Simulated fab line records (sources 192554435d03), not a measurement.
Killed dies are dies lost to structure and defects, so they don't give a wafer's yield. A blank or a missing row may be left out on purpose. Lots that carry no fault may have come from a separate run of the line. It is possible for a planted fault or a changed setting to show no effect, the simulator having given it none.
What tool caused it? + flow n5 finfet + Sampling: 24 lots, 72 wafers, 6 of 1938 route steps

WHAT THE GAUGES SHOWED, per wafer
N5_ZERO_LAYER_INSPECT_20: inspects for defects (darkfield).
| lot  | measured    | on                | raw defect count |
|------|-------------|-------------------|------------------|
| L074 | day 1 13:23 | defect inspect-02 | 35 16 48         |
| L075 | day 1 19:17 | defect inspect-02 | 30 49 63         |
| L076 | day 2 01:25 | defect inspect-02 | 33 25 26         |
| L077 | day 2 07:29 | defect inspect-01 | 69 46 18         |
| L078 | day 2 13:35 | defect inspect-02 | 68 33 62         |
| L079 | day 2 19:23 | defect inspect-02 | 46 27 27         |
| L080 | day 3 01:26 | defect inspect-02 | 12 18 26         |
| L081 | day 3 07:29 | defect inspect-02 | 22 31 35         |
| L082 | day 3 13:17 | defect inspect-02 | 26 35 31         |
| L083 | day 3 19:29 | defect inspect-02 | 53 64 39         |
| L084 | day 4 01:23 | defect inspect-01 | 25 24 18         |
| L085 | day 4 07:23 | defect inspect-01 | 34 45 58         |
| L086 | day 4 13:15 | defect inspect-02 | 44 39 39         |
| L087 | day 4 19:25 | defect inspect-02 | 46 68 56         |
| L088 | day 5 01:44 | defect inspect-01 | 39 61 20         |
| L089 | day 5 07:16 | defect inspect-01 | 42 47 50         |
| L090 | day 5 13:26 | defect inspect-02 | 57 47 78         |
| L091 | day 5 19:28 | defect inspect-01 | 43 44 26         |
| L092 | day 6 01:25 | defect inspect-01 | 36 25 25         |
| L093 | day 6 07:33 | defect inspect-02 | 63 59 37         |
| L094 | day 6 13:17 | defect inspect-02 | 23 23 14         |
| L095 | day 6 19:29 | defect inspect-02 | 29 23 54         |
| L096 | day 7 01:16 | defect inspect-02 | 12 22 25         |
| L097 | day 7 07:17 | defect inspect-01 | 45 44 52         |

N5_WELL_APT_OVL_MEAS_09.
| lot  | measured    | on         | NWELL_OVL (nm) |
|------|-------------|------------|----------------|
| L074 | day 1 13:50 | overlay-01 | 17 4 13        |
| L075 | day 1 19:37 | overlay-02 | 6 -3 -3        |
| L076 | day 2 01:44 | overlay-02 | -3 -8 -1       |
| L077 | day 2 07:49 | overlay-01 | -4 9 11        |
| L078 | day 2 13:55 | overlay-02 | 7 6 4          |
| L079 | day 2 19:50 | overlay-01 | -2 3 -8        |
| L080 | day 3 01:46 | overlay-02 | -11 -7 -8      |
| L081 | day 3 07:49 | overlay-01 | 2 1 1          |
| L082 | day 3 13:45 | overlay-02 | -14 -4 3       |
| L083 | day 3 19:56 | overlay-01 | 7 -1 0         |
| L084 | day 4 01:50 | overlay-01 | -6 -5 -4       |
| L085 | day 4 07:43 | overlay-01 | -8 -1 1        |
| L086 | day 4 13:35 | overlay-01 | -3 -5 -8       |
| L087 | day 4 19:53 | overlay-02 | -4 -12 -8      |
| L088 | day 5 02:11 | overlay-02 | -8 -17 -7      |
| L089 | day 5 07:43 | overlay-02 | 1 6 -4         |
| L090 | day 5 13:54 | overlay-02 | -8 -1 5        |
| L091 | day 5 19:55 | overlay-01 | 1 -2 -3        |
| L092 | day 6 01:52 | overlay-02 | 8 5 1          |
| L093 | day 6 08:01 | overlay-01 | 2 -2 3         |
| L094 | day 6 13:37 | overlay-01 | -2 0 4         |
| L095 | day 6 19:49 | overlay-01 | -2 -8 1        |
| L096 | day 7 01:44 | overlay-02 | 6 1 14         |
| L097 | day 7 07:37 | overlay-02 | -3 4 7         |

N5_WELL_APT_INSPECT_10: inspects for defects (macro).
| lot  | measured    | on                | raw defect count |
|------|-------------|-------------------|------------------|
| L074 | day 1 13:52 | defect inspect-01 | 4 4 4            |
| L075 | day 1 19:40 | defect inspect-02 | 1 3 0            |
| L076 | day 2 01:46 | defect inspect-01 | 1 2 2            |
| L077 | day 2 07:50 | defect inspect-01 | 6 1 3            |
| L078 | day 2 13:56 | defect inspect-02 | 2 3 4            |
| L079 | day 2 19:52 | defect inspect-02 | 1 3 1            |
| L080 | day 3 01:47 | defect inspect-01 | 4 3 2            |
| L081 | day 3 07:50 | defect inspect-02 | 4 3 0            |
| L082 | day 3 13:47 | defect inspect-01 | 3 2 2            |
| L083 | day 3 19:58 | defect inspect-01 | 3 2 2            |
| L084 | day 4 01:52 | defect inspect-01 | 0 2 3            |
| L085 | day 4 07:44 | defect inspect-01 | 2 1 1            |
| L086 | day 4 13:37 | defect inspect-02 | 1 2 2            |
| L087 | day 4 19:54 | defect inspect-01 | 4 0 1            |
| L088 | day 5 02:13 | defect inspect-02 | 1 2 0            |
| L089 | day 5 07:44 | defect inspect-01 | 0 3 3            |
| L090 | day 5 13:55 | defect inspect-02 | 4 2 2            |
| L091 | day 5 19:56 | defect inspect-02 | 6 3 4            |
| L092 | day 6 01:53 | defect inspect-01 | 3 1 4            |
| L093 | day 6 08:02 | defect inspect-02 | 3 3 2            |
| L094 | day 6 13:38 | defect inspect-02 | 2 1 2            |
| L095 | day 6 19:50 | defect inspect-02 | 4 0 2            |
| L096 | day 7 01:45 | defect inspect-02 | 2 0 0            |
| L097 | day 7 07:38 | defect inspect-01 | 2 3 1            |

N5_FIN_SAQP_OVL_MEAS_17.
| lot  | measured    | on         | FIN_CORE_OVL (nm) |
|------|-------------|------------|-------------------|
| L074 | day 1 21:37 | overlay-02 | -0.4 -0.7 -0.4    |
| L075 | day 2 03:52 | overlay-01 | 0.0 0.3 1.0       |
| L076 | day 2 10:22 | overlay-01 | 1.0 0.5 0.3       |
| L077 | day 2 16:14 | overlay-01 | -0.3 1.2 0.6      |
| L078 | day 2 22:02 | overlay-02 | -1.2 -0.7 -1.5    |
| L079 | day 3 04:05 | overlay-02 | -0.2 0.7 0.8      |
| L080 | day 3 10:11 | overlay-02 | -1.0 -0.2 -0.7    |
| L081 | day 3 16:10 | overlay-01 | 0.7 -0.4 -0.9     |
| L082 | day 3 22:12 | overlay-01 | 1.2 1.5 -0.2      |
| L083 | day 4 04:52 | overlay-02 | 0.2 0.2 1.5       |
| L084 | day 4 09:34 | overlay-02 | 0.6 -0.2 1.8      |
| L085 | day 4 15:34 | overlay-02 | 0.7 -0.6 -0.4     |
| L086 | day 4 21:54 | overlay-01 | 1.0 -0.3 1.1      |
| L087 | day 5 05:28 | overlay-02 | -0.7 -0.1 0.2     |
| L088 | day 5 10:47 | overlay-01 | -0.5 -0.5 1.1     |
| L089 | day 5 17:43 | overlay-02 | -0.6 -0.7 0.6     |
| L090 | day 6 01:58 | overlay-02 | -0.9 -0.4 -1.6    |
| L091 | day 6 04:59 | overlay-01 | -0.2 -0.4 -0.9    |
| L092 | day 6 09:53 | overlay-01 | 0.4 0.5 -0.9      |
| L093 | day 6 16:04 | overlay-01 | 0.3 -0.7 0.2      |
| L094 | day 6 21:47 | overlay-01 | 0.1 0.1 1.6       |
| L095 | day 7 04:22 | overlay-02 | 0.2 -0.7 0.2      |
| L096 | day 7 09:52 | overlay-01 | 0.4 0.7 0.6       |
| L097 | day 7 15:36 | overlay-02 | 0.5 -0.5 -1.5     |

WHICH TOOL RAN EACH LOT (tool, then ch and the chambers of the sampled wafers, then the start)
| lot  | N5_ZERO_LAYER_ETCH_17             | N5_PMOS_HMC_CHANNEL_EPI_ETCH_32   |
|------|-----------------------------------|-----------------------------------|
| L074 | rie diel-02 ch 0,1,2, day 1 12:50 | rie diel-02 ch 1,2,3, day 1 17:34 |
| L075 | rie diel-06 ch 1,2, day 1 18:45   | rie diel-01 ch 2,3, day 1 23:25   |
| L076 | rie diel-02 ch 0,1, day 2 00:52   | rie diel-02 ch 0,2,3, day 2 05:36 |
| L077 | rie diel-02 ch 0,2, day 2 06:56   | rie diel-06 ch 1,3, day 2 11:47   |
| L078 | rie diel-02 ch 0,1,2, day 2 12:44 | rie diel-06 ch 0,1, day 2 17:41   |
| L079 | rie diel-01 ch 0,2, day 2 18:50   | rie diel-06 ch 0,2, day 2 23:36   |
| L080 | rie diel-02 ch 1,2,3, day 3 00:50 | rie diel-01 ch 1,2,3, day 3 05:10 |
| L081 | rie diel-02 ch 0,3, day 3 06:56   | rie diel-02 ch 0,1,3, day 3 11:52 |
| L082 | rie diel-02 ch 1,3, day 3 12:43   | rie diel-06 ch 0,1, day 3 17:31   |
| L083 | rie diel-06 ch 1,2, day 3 18:43   | rie diel-06 ch 0,2, day 3 23:59   |
| L084 | rie diel-01 ch 0,2,3, day 4 00:50 | rie diel-06 ch 0,1,2, day 4 05:29 |
| L085 | rie diel-02 ch 0,2,3, day 4 06:50 | rie diel-06 ch 1,2,3, day 4 11:29 |
| L086 | rie diel-06 ch 0,1,3, day 4 12:43 | rie diel-06 ch 0,1,2, day 4 17:07 |
| L087 | rie diel-01 ch 1,2, day 4 18:53   | rie diel-06 ch 0,1, day 5 00:12   |
| L088 | rie diel-01 ch 1,2, day 5 01:11   | rie diel-01 ch 0,3, day 5 06:25   |
| L089 | rie diel-02 ch 0,3, day 5 06:43   | rie diel-06 ch 0,2,3, day 5 12:51 |
| L090 | rie diel-06 ch 1,3, day 5 12:46   | rie diel-02 ch 1,2,3, day 5 21:32 |
| L091 | rie diel-01 ch 0,3, day 5 18:54   | rie diel-02 ch 2,3, day 6 00:50   |
| L092 | rie diel-01 ch 0,2, day 6 00:51   | rie diel-06 ch 2,3, day 6 05:49   |
| L093 | rie diel-02 ch 1,2,3, day 6 06:59 | rie diel-01 ch 0,2,3, day 6 11:53 |
| L094 | rie diel-02 ch 0,1,3, day 6 12:44 | rie diel-06 ch 1,2,3, day 6 17:44 |
| L095 | rie diel-01 ch 0,1,3, day 6 18:52 | rie diel-01 ch 0,1, day 7 00:01   |
| L096 | rie diel-02 ch 1,2,3, day 7 00:44 | rie diel-02 ch 0,1, day 7 05:31   |
| L097 | rie diel-01 ch 0,1,2, day 7 06:44 | rie diel-02 ch 0,1, day 7 11:07   |
- N5_ZERO_LAYER_ETCH_17: etches SiO2 in CF4, target depth 12 nm, time 13.3 s.
- N5_PMOS_HMC_CHANNEL_EPI_ETCH_32: etches BARC in N2/H2, stops on SiO2, target depth 85.8 nm, time 50.3 s.

WHAT THE TOOLS THEMSELVES READ (means of the sampled wafers that have a number; where no wafer has one, the mark that the record gives instead)
N5_ZERO_LAYER_ETCH_17.
| lot  | tool        | bias w (W) | drypump motor current A (A) | oes product au (a.u.) | rf vpp V (V) | showerhead plenum p Torr (Torr) | throttle valve pct (%) |
|------|-------------|------------|-----------------------------|-----------------------|--------------|---------------------------------|------------------------|
| L074 | rie diel-02 | 215.2      | 5.7                         | 0.74                  | 949          | 2.14                            | 15.79                  |
| L075 | rie diel-06 | 215.2      | 5.5                         | 0.86                  | 956          | 2.25                            | 15.64                  |
| L076 | rie diel-02 | 215.9      | 5.7                         | 0.78                  | 953          | 2.20                            | 15.75                  |
| L077 | rie diel-02 | 214.6      | 5.7                         | 0.72                  | 947          | 2.10                            | 15.94                  |
| L078 | rie diel-02 | 214.2      | 5.7                         | 0.74                  | 949          | 2.14                            | 15.81                  |
| L079 | rie diel-01 | 214.8      | 5.8                         | 0.75                  | 950          | 2.16                            | 15.89                  |
| L080 | rie diel-02 | 215.4      | 6.0                         | 0.75                  | 944          | 2.05                            | 15.72                  |
| L081 | rie diel-02 | 214.8      | 6.1                         | 0.79                  | 944          | 2.06                            | 15.68                  |
| L082 | rie diel-02 | 215.8      | 6.1                         | 0.78                  | 943          | 2.04                            | 15.58                  |
| L083 | rie diel-06 | 215.0      | 5.5                         | 0.83                  | 956          | 2.25                            | 15.66                  |
| L084 | rie diel-01 | 214.3      | 5.9                         | 0.73                  | 952          | 2.17                            | 15.79                  |
| L085 | rie diel-02 | 214.6      | 5.9                         | 0.85                  | 950          | 2.16                            | 15.65                  |
| L086 | rie diel-06 | 215.2      | 5.3                         | 0.75                  | 950          | 2.17                            | 15.87                  |
| L087 | rie diel-01 | 214.6      | 5.3                         | 0.72                  | 954          | 2.23                            | 15.89                  |
| L088 | rie diel-01 | 214.8      | 5.3                         | 0.72                  | 953          | 2.23                            | 15.89                  |
| L089 | rie diel-02 | 215.2      | 6.1                         | 0.78                  | 944          | 2.05                            | 15.69                  |
| L090 | rie diel-06 | 215.1      | 5.1                         | 0.74                  | 950          | 2.17                            | 15.87                  |
| L091 | rie diel-01 | 215.1      | 6.2                         | 0.70                  | 951          | 2.16                            | 15.72                  |
| L092 | rie diel-01 | 214.3      | 5.8                         | 0.73                  | 949          | 2.15                            | 15.93                  |
| L093 | rie diel-02 | 215.3      | 5.9                         | 0.82                  | 948          | 2.13                            | 15.59                  |
| L094 | rie diel-02 | 215.3      | 5.9                         | 0.75                  | 947          | 2.11                            | 15.72                  |
| L095 | rie diel-01 | 215.2      | 5.8                         | 0.70                  | 951          | 2.18                            | 15.84                  |
| L096 | rie diel-02 | 215.1      | 5.9                         | 0.82                  | 948          | 2.13                            | 15.61                  |
| L097 | rie diel-01 | 214.4      | 5.5                         | 0.71                  | 952          | 2.18                            | 15.93                  |

N5_PMOS_HMC_CHANNEL_EPI_ETCH_32.
| lot  | tool        | bias w (W) | drypump motor current A (A) | oes product au (a.u.) | rf vpp V (V) | showerhead plenum p Torr (Torr) | throttle valve pct (%) |
|------|-------------|------------|-----------------------------|-----------------------|--------------|---------------------------------|------------------------|
| L074 | rie diel-02 | 150.0      | 5.9                         | 0.64                  | 519.8        | 2.44                            | 18.04                  |
| L075 | rie diel-01 | 149.5      | 5.8                         | 0.64                  | 525.8        | 2.63                            | 17.94                  |
| L076 | rie diel-02 | 149.9      | 5.9                         | 0.64                  | 521.6        | 2.49                            | 18.25                  |
| L077 | rie diel-06 | 150.3      | 5.2                         | 0.65                  | 524.8        | 2.58                            | 17.99                  |
| L078 | rie diel-06 | 149.9      | 5.3                         | 0.70                  | 526.5        | 2.63                            | 18.01                  |
| L079 | rie diel-06 | 150.4      | 6.0                         | 0.61                  | 525.7        | 2.60                            | 17.86                  |
| L080 | rie diel-01 | 150.4      | 5.7                         | 0.62                  | 526.8        | 2.64                            | 18.00                  |
| L081 | rie diel-02 | 150.2      | 5.9                         | 0.66                  | 523.9        | 2.53                            | 18.02                  |
| L082 | rie diel-06 | 150.1      | 5.4                         | 0.64                  | 524.2        | 2.56                            | 18.07                  |
| L083 | rie diel-06 | 149.6      | 6.0                         | 0.61                  | 525.9        | 2.59                            | 17.88                  |
| L084 | rie diel-06 | 149.9      | 5.7                         | 0.64                  | 526.0        | 2.60                            | 17.94                  |
| L085 | rie diel-06 | 150.4      | 5.5                         | 0.64                  | 525.9        | 2.62                            | 17.93                  |
| L086 | rie diel-06 | 150.1      | 5.6                         | 0.65                  | 525.7        | 2.60                            | 17.95                  |
| L087 | rie diel-06 | 150.1      | 5.4                         | 0.63                  | 524.5        | 2.55                            | 18.06                  |
| L088 | rie diel-01 | 150.4      | 6.2                         | 0.61                  | 525.6        | 2.60                            | 18.15                  |
| L089 | rie diel-06 | 149.9      | 5.6                         | 0.59                  | 523.5        | 2.55                            | 17.98                  |
| L090 | rie diel-02 | 150.2      | 5.9                         | 0.70                  | 524.0        | 2.53                            | 17.93                  |
| L091 | rie diel-02 | 150.2      | 6.1                         | 0.71                  | 522.0        | 2.47                            | 18.00                  |
| L092 | rie diel-06 | 150.1      | 5.8                         | 0.60                  | 525.9        | 2.59                            | 17.88                  |
| L093 | rie diel-01 | 149.9      | 5.9                         | 0.61                  | 524.9        | 2.60                            | 18.18                  |
| L094 | rie diel-06 | 149.9      | 5.5                         | 0.63                  | 524.8        | 2.61                            | 17.96                  |
| L095 | rie diel-01 | 150.0      | 5.7                         | 0.61                  | 524.1        | 2.58                            | 18.43                  |
| L096 | rie diel-02 | 150.4      | 5.8                         | 0.63                  | 524.4        | 2.58                            | 18.01                  |
| L097 | rie diel-02 | 149.8      | 5.7                         | 0.63                  | 525.5        | 2.63                            | 18.21                  |

THE ANSWER, worked out from the rows above alone
Rule: the lots themselves supply what counts as usual. The widest of any qualifying gaps counts: lots, ordered by their means at a reading, are off when they make up no more than a third of the lots, leave a main group of 4 or more, and stand apart from it by 3 or more times the standard deviation of that group's means. A main group whose means are all the same, to the digits that the tables above print for the reading, isn't used. A lot without any number at a reading at which 4 lots or more have one is off too. The other lots that the step has rows for count as sound. Order of review: gauges by route order, followed by the tools' own readings, for which a lot's mean as printed above is used. At the first step where some lot is off, the reading lying furthest off is the one used; lots without a number count as furthest.
Nothing can be told from this: no lot is off at any reading shown.

WHAT THE SIMULATOR HAD INSERTED
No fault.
